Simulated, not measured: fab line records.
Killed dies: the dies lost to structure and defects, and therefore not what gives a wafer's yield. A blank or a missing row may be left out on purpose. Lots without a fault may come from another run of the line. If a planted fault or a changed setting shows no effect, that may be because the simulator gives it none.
Comparing a struck lot with a sound one | flow n5-finfet | 19 out of 1938 route steps
Sound: the wafers L397.2, L397.3, L397.6. Struck: wafers L404.2, L404.4, L404.6. At the end, the cause is stated.
At each step with rows: each side's tool, then ch and its chambers, then its first start. Under that, the readings that differ: sound wafers | struck wafers | difference of the means | sigmas: that difference in standard deviations of wafers without a fault.
alike: same words and numbers on both sides, and readings whose means sit less than 2 such deviations apart. not compared: any withheld reading, any reading some wafer has no value for, any bound like >300 that may hide the same value, and any number with overlapping values for which the record gives no deviation.
The two part at a step that has a row with sigmas, a row that says differs or no value, or rows on one side only. Numbers that don't overlap but have no deviation are shown without sigmas and don't part them. A reading missing from all wafers of one side parts the sides only when that side holds two or more wafers.

N5_PASSIVATION_AL_ETCH_33: etches Al in Cl2/BCl3, stops on TaN, target depth 2800 nm, time 466.7 s.
  sound on rie-metal-01 ch 0,1, day 13 21:32; struck on rie-metal-03 ch 0,1, day 15 23:45
  alike: drypump-motor-current-A, oes-product-au, throttle-valve-pct
  not compared: rf-hours-counter-h
N5_PASSIVATION_ETCH_59: etches TaN in Cl2/BCl3, target depth 65 nm, time 34.9 s.
  sound on rie-metal-01 ch 0,1, day 13 21:56; struck on rie-metal-03 ch 0,1, day 16 00:09
  alike: drypump-motor-current-A, oes-product-au, throttle-valve-pct
  not compared: rf-hours-counter-h
N5_PASSIVATION_STRIP_34: strips in O2.
  sound on rie-diel-01 ch 0,1, day 13 22:03; struck on rie-diel-01 ch 0,1, day 16 00:16
  alike: drypump-motor-current-A, oes-product-au, rf-vpp-V, showerhead-plenum-p-Torr, throttle-valve-pct
  not compared: rf-hours-counter-h
then, 4 steps without rows for these wafers: N5_PASSIVATION_STRIP_51 (strips in post etch residue remover, time 1200 s); N5_PASSIVATION_CLEAN_69 (cleans in IPA, time 180 s); N5_PASSIVATION_SRD_70 (time 30 s); N5_PASSIVATION_PECVD_53 (deposits SiO2 from TEOS/O2, target thk 800 nm, time 169.4 s).
N5_PASSIVATION_PECVD_35: deposits SiNx from SiH4/NH3/N2, target thk 700 nm, time 151.3 s.
  sound on pecvd-04 ch 0,1, day 13 22:40; struck on pecvd-03 ch 0,2, day 16 00:53
  alike: heater-power-w, showerhead-plenum-p-Torr, throttle-valve-pct
then, 4 steps without rows for these wafers: N5_PASSIVATION_HMDS_37 (time 60 s); N5_PASSIVATION_COAT_38; N5_PASSIVATION_EBR_40; N5_PASSIVATION_SOFTBAKE_39 (time 120 s).
N5_PASSIVATION_EXPOSE_41: exposes mask PASS OPEN, defocus 0 nm, target cd 40000 nm.
  sound on krf-scanner-01 ch 0, day 13 23:03; struck on krf-scanner-01 ch 0, day 16 01:09
  reading              | sound             | struck            | difference | sigmas
  exposure-dose-mJ-cm2 | 57.24 57.19 57.22 | 52.00 51.98 51.96 | -5.24      | -92
  alike: mask
then, 3 steps without rows for these wafers: N5_PASSIVATION_PEB_42; N5_PASSIVATION_DEVELOP_43 (develop time 60 s); N5_PASSIVATION_HARDBAKE_45 (time 120 s).
N5_PASSIVATION_CD_MEAS_44: the cd target is 40000 nm.
  sound on cd-sem-03 ch 0, day 13 23:13; struck on cd-sem-03 ch 0, day 16 01:19
  reading    | sound             | struck            | difference | sigmas
  cd-nm (nm) | 39998 40001 39993 | 39966 39967 39963 | -32        | -10
N5_PASSIVATION_OVL_MEAS_66:
  sound on overlay-01 ch 0, day 13 23:15; struck on overlay-01 ch 0, day 16 01:21
  alike: PASS_OPEN_OVL
N5_PASSIVATION_PROBE_49:
  sound on prober-01 at day 14 02:24; struck on prober-02 at day 16 04:32
  alike: defect-limited-yield, killed_at_M0_to_M3, killed_at_M4_up, killed-at-contacts, killed-at-front-end, killed-at-other, killed-dies, killed-open, killed-short, sort_bin_5_function, sort_bin_6_memory, sort-n-pass, sort-yield-pct

WHERE THEY PART
First at N5_PASSIVATION_EXPOSE_41; last, within this record, at N5_PASSIVATION_CD_MEAS_44. Later steps at which nothing parts them and some readings are alike: N5_PASSIVATION_OVL_MEAS_66, N5_PASSIVATION_PROBE_49.

WHY: whatever the simulator had introduced
Process parameter drift: krf-scanner-01, from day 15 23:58 on, at N5_PASSIVATION_EXPOSE_41. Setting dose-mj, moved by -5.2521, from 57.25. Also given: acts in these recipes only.
